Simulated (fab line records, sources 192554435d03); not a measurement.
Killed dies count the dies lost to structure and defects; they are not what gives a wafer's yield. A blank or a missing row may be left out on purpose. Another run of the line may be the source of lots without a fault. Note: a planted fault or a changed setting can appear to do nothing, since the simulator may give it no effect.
Which tool did it?	flow n5-finfet	66 wafers from 22 lots sampled at 4 of the route's 1938 steps

== WHAT THE GAUGES READ, wafer by wafer ==
N5_BEOL_M0_SAQP_CD_MEAS_29: the cd target is 14.4 nm. Usual: cd-nm at 14.98 nm, with a standard deviation of 0.21.
lot	measured	on	cd-nm (nm)	flag
L074	day 5 17:28	cd-sem-01	14.90 15.09 14.77	
L076	day 6 01:37	cd-sem-02	14.85 14.75 14.57	
L075	day 6 03:02	cd-sem-02	14.84 14.84 14.63	
L077	day 6 14:16	cd-sem-01	15.06 15.33 15.10	
L078	day 7 04:01	cd-sem-01	14.96 14.87 14.58	
L079	day 7 09:10	cd-sem-03	15.26 14.81 15.14	
L080	day 7 09:39	cd-sem-01	14.98 15.27 15.03	
L081	day 7 23:29	cd-sem-01	15.26 15.21 15.23	
L082	day 7 23:56	cd-sem-01	14.82 14.54 14.90	
L083	day 7 23:58	cd-sem-03	15.32 15.20 14.98	
L084	day 8 04:34	cd-sem-01	15.09 14.93 15.01	
L085	day 8 07:37	cd-sem-01	15.09 15.05 15.02	
L086	day 8 23:49	cd-sem-01	14.94 15.05 14.82	
L087	day 9 03:50	cd-sem-03	15.09 15.04 14.83	
L088	day 9 07:22	cd-sem-03	14.33 14.83 15.15	
L089	day 9 08:57	cd-sem-01	14.75 14.80 14.98	
L091	day 9 19:16	cd-sem-01	15.02 15.12 14.75	
L092	day 10 00:50	cd-sem-01	15.17 15.09 15.11	
L093	day 10 10:45	cd-sem-03	15.03 14.98 14.86	
L094	day 10 16:06	cd-sem-03	15.13 15.01 15.36	
L095	day 10 23:26	cd-sem-02	14.98 15.12 14.86	
L097	day 11 13:21	cd-sem-03	15.05 15.02 14.88	

== TOOL THAT RAN EACH LOT (tool first, then ch and the chambers of the sampled wafers, then the start) ==
lot	N5_BEOL_M0_SAQP_MANDREL_ETCH_103	N5_BEOL_M0_SAQP_SPACER2_ALD_26	N5_BEOL_M0_SAQP_MANDREL2_REMOVE_110
L074	rie-si-03 ch 0,1,3, day 5 15:53	ald-sin-02 ch 1,2,3, day 5 16:43	rie-si-03 ch 1,2,3, day 5 17:21
L076	rie-si-03 ch 0,1,2, day 5 23:39	ald-sin-01 ch 1,2,3, day 6 00:52	rie-si-04 ch 0,2,3, day 6 01:31
L075	rie-si-03 ch 2,3, day 6 01:25	ald-sin-04 ch 1,2, day 6 02:17	rie-si-03 ch 0,2,3, day 6 02:55
L077	rie-si-05 ch 0,1, day 6 12:40	ald-sin-04 ch 0,3, day 6 13:31	rie-si-04 ch 1,2,3, day 6 14:08
L078	rie-si-03 ch 0,1,3, day 7 02:24	ald-sin-01 ch 0,1,2, day 7 03:14	rie-si-05 ch 0,2,3, day 7 03:54
L079	rie-si-04 ch 0,1,2, day 7 07:26	ald-sin-02 ch 0,1, day 7 08:25	rie-si-04 ch 1,2,3, day 7 09:04
L080	rie-si-03 ch 2,3, day 7 07:50	ald-sin-01 ch 0,1,3, day 7 08:54	rie-si-05 ch 1,2,3, day 7 09:32
L081	rie-si-05 ch 0,1, day 7 17:47	ald-sin-02 ch 1,2,3, day 7 22:41	rie-si-04 ch 1,2,3, day 7 23:22
L082	rie-si-05 ch 0,2, day 7 18:11	ald-sin-01 ch 0,1,3, day 7 23:08	rie-si-05 ch 0,1,3, day 7 23:49
L083	rie-si-05 ch 1,2,3, day 7 19:17	ald-sin-02 ch 0,1,3, day 7 23:13	rie-si-03 ch 0,1,3, day 7 23:51
L084	rie-si-05 ch 0,1,2, day 8 02:31	ald-sin-02 ch 0,2,3, day 8 03:49	rie-si-04 ch 0,1,2, day 8 04:27
L085	rie-si-05 ch 0,1,2, day 8 06:02	ald-sin-02 ch 0,1,3, day 8 06:52	rie-si-05 ch 0,2,3, day 8 07:31
L086	rie-si-03 ch 1,2,3, day 8 22:08	ald-sin-04 ch 0,1, day 8 23:04	rie-si-05 ch 2,3, day 8 23:42
L087	rie-si-03 ch 1,2, day 9 02:04	ald-sin-01 ch 0,1,3, day 9 03:05	rie-si-05 ch 0,1,3, day 9 03:43
L088	rie-si-03 ch 0,1, day 9 05:28	ald-sin-01 ch 0,1,2, day 9 06:31	rie-si-03 ch 0,1,2, day 9 07:16
L089	rie-si-05 ch 0,1,3, day 9 07:22	ald-sin-04 ch 0,1,3, day 9 08:12	rie-si-03 ch 0,1,2, day 9 08:50
L091	rie-si-05 ch 0,1, day 9 17:31	ald-sin-02 ch 0,3, day 9 18:31	rie-si-04 ch 0,1,3, day 9 19:09
L092	rie-si-05 ch 0,1, day 9 23:08	ald-sin-02 ch 0,1, day 10 00:05	rie-si-04 ch 0,2,3, day 10 00:43
L093	rie-si-04 ch 0,1,3, day 10 09:10	ald-sin-02 ch 0,1,3, day 10 10:01	rie-si-05 ch 0,2,3, day 10 10:38
L094	rie-si-04 ch 1,2,3, day 10 14:31	ald-sin-02 ch 0,1,3, day 10 15:22	rie-si-04 ch 0,2,3, day 10 15:59
L095	rie-si-03 ch 0,1,3, day 10 21:49	ald-sin-02 ch 0,2,3, day 10 22:41	rie-si-05 ch 0,1, day 10 23:20
L097	rie-si-04 ch 0,2,3, day 11 11:40	ald-sin-04 ch 1,2, day 11 12:36	rie-si-04 ch 0,1,2, day 11 13:14
- N5_BEOL_M0_SAQP_MANDREL_ETCH_103: etches a-Si in HBr/Cl2, stops on SiCN, target depth 45 nm, bt time 10 s, time 27 s.
- N5_BEOL_M0_SAQP_SPACER2_ALD_26: deposits SiO2, target thk 15 nm, pulse time 1 s, purge time 2 s.
- N5_BEOL_M0_SAQP_MANDREL2_REMOVE_110: chemistry HBr/Cl2/O2, target a-Si, stops on SiCN, bt time 10 s.

== WHAT THE TOOLS THEMSELVES READ (means of the sampled wafers that have a number; where no wafer has one, the mark that the record gives instead) ==
N5_BEOL_M0_SAQP_MANDREL_ETCH_103. Usual: bias-w 75.03 W, standard deviation 0.22; drypump-motor-current-A 5.87 A, standard deviation 0.26; oes-product-au 0.682 a.u., standard deviation 0.013; throttle-valve-pct 35.5 %, standard deviation 0.31.
lot	tool	bias-w (W)	drypump-motor-current-A (A)	oes-product-au (a.u.)	throttle-valve-pct (%)	flag
L074	rie-si-03	75.10	5.84	0.679	35.2	
L076	rie-si-03	75.01	6.00	0.676	35.3	
L075	rie-si-03	75.26	6.09	0.682	35.1	
L077	rie-si-05	74.94	5.78	0.681	35.6	
L078	rie-si-03	75.17	5.83	0.681	35.2	
L079	rie-si-04	75.09	5.84	0.671	35.7	
L080	rie-si-03	74.94	5.92	0.682	35.1	
L081	rie-si-05	74.91	5.78	0.676	35.6	
L082	rie-si-05	74.98	5.79	0.698	35.6	
L083	rie-si-05	74.90	5.70	0.680	35.6	
L084	rie-si-05	75.03	5.79	0.688	35.6	
L085	rie-si-05	75.07	5.79	0.693	35.6	
L086	rie-si-03	74.77	5.96	0.672	35.3	
L087	rie-si-03	75.05	6.14	0.680	35.3	
L088	rie-si-03	75.16	5.88	0.674	35.4	
L089	rie-si-05	74.80	5.82	0.684	35.5	
L091	rie-si-05	74.94	5.80	0.681	35.6	
L092	rie-si-05	75.27	5.80	0.681	35.6	
L093	rie-si-04	74.97	6.09	0.669	35.9	
L094	rie-si-04	74.92	5.89	0.679	35.6	
L095	rie-si-03	75.01	5.84	0.677	35.2	
L097	rie-si-04	75.11	5.65	0.682	35.7	

N5_BEOL_M0_SAQP_SPACER2_ALD_26. Usual: heater-power-w 485 W, standard deviation 46; precursor-pulse-height-rel 1.000, standard deviation 0.02; susceptor-temp-C 300.01 C, standard deviation 0.18.
lot	tool	heater-power-w (W)	precursor-pulse-height-rel	susceptor-temp-C (C)	flag
L074	ald-sin-02	451	1.013	299.89	
L076	ald-sin-01	515	0.996	299.91	
L075	ald-sin-04	530	1.012	300.17	
L077	ald-sin-04	479	1.012	299.85	
L078	ald-sin-01	516	1.007	300.17	
L079	ald-sin-02	492	0.990	300.11	
L080	ald-sin-01	524	1.005	299.88	
L081	ald-sin-02	447	1.003	299.98	
L082	ald-sin-01	517	1.002	300.06	
L083	ald-sin-02	455	0.992	300.09	
L084	ald-sin-02	454	0.996	300.07	
L085	ald-sin-02	452	1.020	300.06	
L086	ald-sin-04	497	1.004	300.01	
L087	ald-sin-01	529	1.013	299.94	
L088	ald-sin-01	517	1.005	300.05	
L089	ald-sin-04	490	0.996	299.86	
L091	ald-sin-02	458	1.019	299.90	
L092	ald-sin-02	498	0.997	300.18	
L093	ald-sin-02	459	1.000	299.89	
L094	ald-sin-02	457	1.005	299.95	
L095	ald-sin-02	455	1.011	300.03	
L097	ald-sin-04	507	0.994	300.01	

N5_BEOL_M0_SAQP_MANDREL2_REMOVE_110. Usual: bias-w 30.00 W, standard deviation 0.099; drypump-motor-current-A 5.8 A, standard deviation 0.33; oes-product-au 1.003 a.u., standard deviation 0.018; throttle-valve-pct 36.8 %, standard deviation 0.33.
lot	tool	bias-w (W)	drypump-motor-current-A (A)	oes-product-au (a.u.)	throttle-valve-pct (%)	flag
L074	rie-si-03	29.98	6.0	0.999	36.5	
L076	rie-si-04	29.87	5.7	1.002	37.1	
L075	rie-si-03	29.92	6.0	0.999	36.3	
L077	rie-si-04	29.99	5.9	1.005	36.9	
L078	rie-si-05	30.00	5.8	1.019	36.7	
L079	rie-si-04	30.01	5.9	0.993	36.9	
L080	rie-si-05	30.08	5.7	1.003	36.9	
L081	rie-si-04	30.00	5.9	1.007	36.9	
L082	rie-si-05	30.13	5.8	1.004	36.8	
L083	rie-si-03	30.00	5.8	0.993	36.5	
L084	rie-si-04	30.08	5.8	0.997	36.9	
L085	rie-si-05	30.00	5.8	1.024	36.7	
L086	rie-si-05	30.11	5.7	1.018	36.8	
L087	rie-si-05	30.00	5.8	1.011	36.8	
L088	rie-si-03	30.07	6.0	0.996	36.5	
L089	rie-si-03	29.99	6.0	0.993	36.6	
L091	rie-si-04	29.95	6.1	0.995	37.1	
L092	rie-si-04	29.93	5.7	0.986	37.0	
L093	rie-si-05	30.01	5.8	1.021	36.7	
L094	rie-si-04	29.99	5.6	0.982	37.0	
L095	rie-si-05	29.95	5.8	1.000	36.9	
L097	rie-si-04	30.07	5.8	0.997	36.8	

== THE ANSWER, worked out from the rows above alone ==
Rule: a lot is off if the mean of its wafers that have a number lies more than 3 standard deviations from the usual mean. Also off: a lot with no number at a reading for which 4 or more lots have one. Where the step has rows for the other lots, those lots are counted as sound. The gauges are gone through in route order, then the tools' own readings, and for those a lot's mean is taken as printed above. At the first step where some lot is off, the reading lying furthest off is the one used; lots without a number count as furthest.
Nothing can be told from this: no lot is off at any reading shown.

== WHAT THE SIMULATOR HAD INSERTED ==
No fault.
